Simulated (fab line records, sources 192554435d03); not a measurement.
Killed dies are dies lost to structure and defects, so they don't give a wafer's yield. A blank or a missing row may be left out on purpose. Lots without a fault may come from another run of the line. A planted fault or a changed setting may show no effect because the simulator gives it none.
Split-lot experiment | flow n5_finfet | 7 lots, 21 wafers read, on a route of 1938 steps

THE SPLIT
At N5_SD_EPI_N_PEB_07 (peb time 60 s), the setting peb_temp_c was moved away from the recipe's 110 C on 8 of the 21 wafers read, by -3.2% to +2.9%. The other wafers ran this setting at the recipe's value.

FROM THE SPLIT TO THE READING: what the file shows between them, 1 step
- N5_SD_EPI_N_DEVELOP_08: develop time 30 s

THE READING
cd_nm, in nm, at N5_SD_EPI_N_CD_MEAS_09 (target cd 120 nm). Fault-free wafers of this fab line usually give 119.9 nm, standard deviation 0.53 nm.

wafer  | tool, chamber at the split | peb_temp_c as run, C | against the recipe | cd_nm, nm | against lot-mates on the recipe
L080.1 | litho_track-01, 0          | 110                  | recipe             | 119.8     | -
L080.3 | litho_track-01, 0          | 110                  | recipe             | 119.6     | -
L080.6 | litho_track-01, 0          | 113.2                | +2.9%              | 127.4     | +7.7
L081.1 | litho_track-01, 0          | 110                  | recipe             | 120.9     | -
L081.4 | litho_track-01, 0          | 110                  | recipe             | 116.3     | -
L081.6 | litho_track-01, 0          | 110                  | recipe             | 115.2     | -
L082.2 | litho_track-05, 0          | 110                  | recipe             | 120.0     | -
L082.4 | litho_track-05, 0          | 107                  | -2.7%              | 111.4     | -8.6
L082.5 | litho_track-05, 0          | 107                  | -2.7%              | 108.3     | -11.7
L083.4 | litho_track-03, 0          | 107.1                | -2.6%              | 111.9     | -8.1
L083.5 | litho_track-03, 0          | 110                  | recipe             | 119.8     | -
L083.6 | litho_track-03, 0          | 110                  | recipe             | 120.2     | -
L089.2 | litho_track-05, 0          | 108.4                | -1.5%              | 115.3     | -4.9
L089.3 | litho_track-05, 0          | 110                  | recipe             | 120.2     | -
L089.4 | litho_track-05, 0          | 108.4                | -1.5%              | 118.7     | -1.5
L093.1 | litho_track-03, 0          | 110                  | recipe             | 118.7     | -
L093.4 | litho_track-03, 0          | 110                  | recipe             | 118.5     | -
L093.5 | litho_track-03, 0          | 110                  | recipe             | 118.6     | -
L094.2 | litho_track-03, 0          | 110                  | recipe             | 124.7     | -
L094.3 | litho_track-03, 0          | 106.5                | -3.2%              | 115.3     | -9.4
L094.6 | litho_track-03, 0          | 106.5                | -3.2%              | 110.3     | -14.4

THE FIT
A straight line over all 21 wafers: cd_nm changes by +2.66 nm for each +1% of peb_temp_c; r = +0.87; the points scatter about the line by 2.4 nm.
The same after taking each lot's own level away (the mean of its wafers on the recipe; 21 wafers): +3.33 nm for each +1%; r = +0.95; scatter 1.7 nm.
On that fit, the largest move of peb_temp_c shifts the reading by 11 nm.
The lots' own levels span 117.47 to 124.70 nm, that is 13.6 times the standard deviation above.
So the lot-to-lot level changes the slope: the two fits differ.
Check: with one of the wafers moved furthest among these (-3.2%) left out of the fit, the line predicts -11 nm for it against its lot-mates. It came out at -9.4 nm against them.

THE WHOLE CHAIN: every reading that the file lists as answering this split, in the file's order
step                     | what it does                                                       | reading                                                         | change (the file's fit)                                                                 | r (the file's)
N5_SD_EPI_N_CD_MEAS_09   | target cd 120 nm                                                   | cd_nm                                                           | +3.25 nm for each +1% of the setting                                                    | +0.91
N5_SD_EPI_N_DESCUM_14    | chemistry O2, time 7.9 s                                           | SD_EPI_N.cd_nm (the simulator's own value, which no gauge read) | +3.25 nm for each +1% of the setting                                                    | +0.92
N5_SD_EPI_N_ETCH_35      | etches SOC in N2/H2, overetch 108 nm, time 486 s                   | SD_EPI_N.cd_nm (the simulator's own value, which no gauge read) | +3.37 nm for each +1% of the setting                                                    | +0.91
N5_SD_EPI_N_ETCH_34      | etches SiARC in CF4, target depth 45.5 nm, time 75.8 s             | SD_EPI_N.cd_nm (the simulator's own value, which no gauge read) | +2.94 nm for each +1% of the setting, in a fit together with dose_mj@SD_EPI_N_EXPOSE_06 | 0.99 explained
N5_SD_EPI_N_ETCHBACK_44  | etches SiNx in CH3F/O2, stops on SiO2, target depth 14.5 nm        | SD_EPI_N.cd_nm (the simulator's own value, which no gauge read) | +3.09 nm for each +1% of the setting, in a fit together with dose_mj@SD_EPI_N_EXPOSE_06 | 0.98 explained
N5_SD_EPI_N_ETCH_45      | etches SiOCN in CH3F/O2, target depth 6 nm                         | SD_EPI_N.cd_nm (the simulator's own value, which no gauge read) | +3.08 nm for each +1% of the setting, in a fit together with dose_mj@SD_EPI_N_EXPOSE_06 | 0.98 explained
N5_SD_EPI_N_ETCH_16      | etches SiO2 in CHF3/O2, target depth 5 nm                          | SD_EPI_N.cd_nm (the simulator's own value, which no gauge read) | +3.06 nm for each +1% of the setting, in a fit together with dose_mj@SD_EPI_N_EXPOSE_06 | 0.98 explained
N5_SD_EPI_N_SD_RECESS_17 | chemistry HBr/Cl2/O2, target depth 41 nm, time 23.7 s, bt time 3 s | SD_EPI_N.cd_nm (the simulator's own value, which no gauge read) | +3.09 nm for each +1% of the setting, in a fit together with dose_mj@SD_EPI_N_EXPOSE_06 | 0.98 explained

THE FILE'S OWN FIT
cd_nm changes by +3.25 nm for each +1% of peb_temp_c, r = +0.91.
